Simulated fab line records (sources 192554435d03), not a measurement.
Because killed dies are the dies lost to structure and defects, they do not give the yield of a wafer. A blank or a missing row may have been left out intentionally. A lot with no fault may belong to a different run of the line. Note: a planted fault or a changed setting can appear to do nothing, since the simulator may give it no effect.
Chamber matching + flow n5-finfet + rie-si-02 running N5_BEOL_M0_SAQP_MANDREL1_REMOVE_100: 4 sister chambers
The step chemistry HBr/Cl2/O2, target a-Si, stops on SiNx, bt time 10 s. 14 wafers are shown with their chamber, then 7 later ones without.

== EACH WAFER AND ITS CHAMBER ==
| wafer  | chamber | throttle-valve-pct (%) | oes-product-au (a.u.) | chamber-pressure-mTorr (mTorr) |
|--------|---------|------------------------|-----------------------|--------------------------------|
| L074.1 | 1       | 36.5                   | 1.013                 | 9.996                          |
| L074.3 | 0       | 36.6                   | 1.023                 | 9.983                          |
| L074.6 | 2       | 36.6                   | 1.006                 | 9.992                          |
| L075.2 | 0       | 36.6                   | 1.020                 | 9.998                          |
| L075.4 | 2       | 36.6                   | 1.008                 | 9.993                          |
| L075.6 | 0       | 36.6                   | 1.022                 | 9.981                          |
| L078.1 | 3       | 36.9                   | 0.996                 | 9.995                          |
| L078.3 | 2       | 36.6                   | 1.002                 | 9.996                          |
| L078.4 | 1       | 36.4                   | 1.004                 | 10.003                         |
| L079.1 | 2       | 36.6                   | 1.021                 | 10.023                         |
| L079.4 | 0       | 36.6                   | 1.030                 | 10.010                         |
| L079.6 | 1       | 36.4                   | 1.004                 | 10.007                         |
| L080.1 | 1       | 36.5                   | 1.014                 | 10.005                         |
| L080.4 | 0       | 36.6                   | 1.031                 | 10.002                         |

SIGNATURES (means of the wafers above)
| reading                | chamber 0 | chamber 1 | chamber 2 | chamber 3 | scatter within a chamber |
|------------------------|-----------|-----------|-----------|-----------|--------------------------|
| throttle-valve-pct     | 36.600    | 36.450    | 36.600    | 36.900    | 0.0316                   |
| oes-product-au         | 1.02520   | 1.00875   | 1.00925   | 0.99600   | 0.00626                  |
| chamber-pressure-mTorr | 9.99480   | 10.00275  | 10.00100  | 9.99500   | 0.0116                   |
Rule: a wafer lies at a distance from a chamber equal to the root of the sum of squares, over the readings, of (its reading less the chamber's mean, divided by the reading's scatter). The wafer belongs to the nearest chamber; if the next one is less than 2 further off, it can't be placed. The scatter: the root of (the sum of the squares of (reading less its chamber's mean) over the shown wafers, divided by (wafers less chambers)).

== WAFERS WHOSE CHAMBER IS MISSING ==
| wafer  | throttle-valve-pct (%) | oes-product-au (a.u.) | chamber-pressure-mTorr (mTorr) |
|--------|------------------------|-----------------------|--------------------------------|
| L080.6 | 36.4                   | 1.018                 | 10.013                         |
| L089.2 | 36.6                   | 1.000                 | 9.998                          |
| L089.3 | 36.9                   | 0.994                 | 10.004                         |
| L089.6 | 36.4                   | 1.009                 | 9.995                          |
| L096.2 | 36.9                   | 1.005                 | 9.999                          |
| L096.4 | 36.6                   | 1.026                 | 9.996                          |
| L096.5 | 36.6                   | 1.016                 | 9.995                          |

== THE CHAMBER EACH PASSED THROUGH ==
| wafer  | from the rows above     | in truth |
|--------|-------------------------|----------|
| L080.6 | 1                       | 1        |
| L089.2 | 2                       | 2        |
| L089.3 | 3                       | 3        |
| L089.6 | 1                       | 1        |
| L096.2 | 3                       | 3        |
| L096.4 | 0                       | 0        |
| L096.5 | can't be placed: 2 or 0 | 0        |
6 of 7 placed correctly. These rows do not allow placing 1 (true chamber among the candidates in 1). 0 placed wrongly.
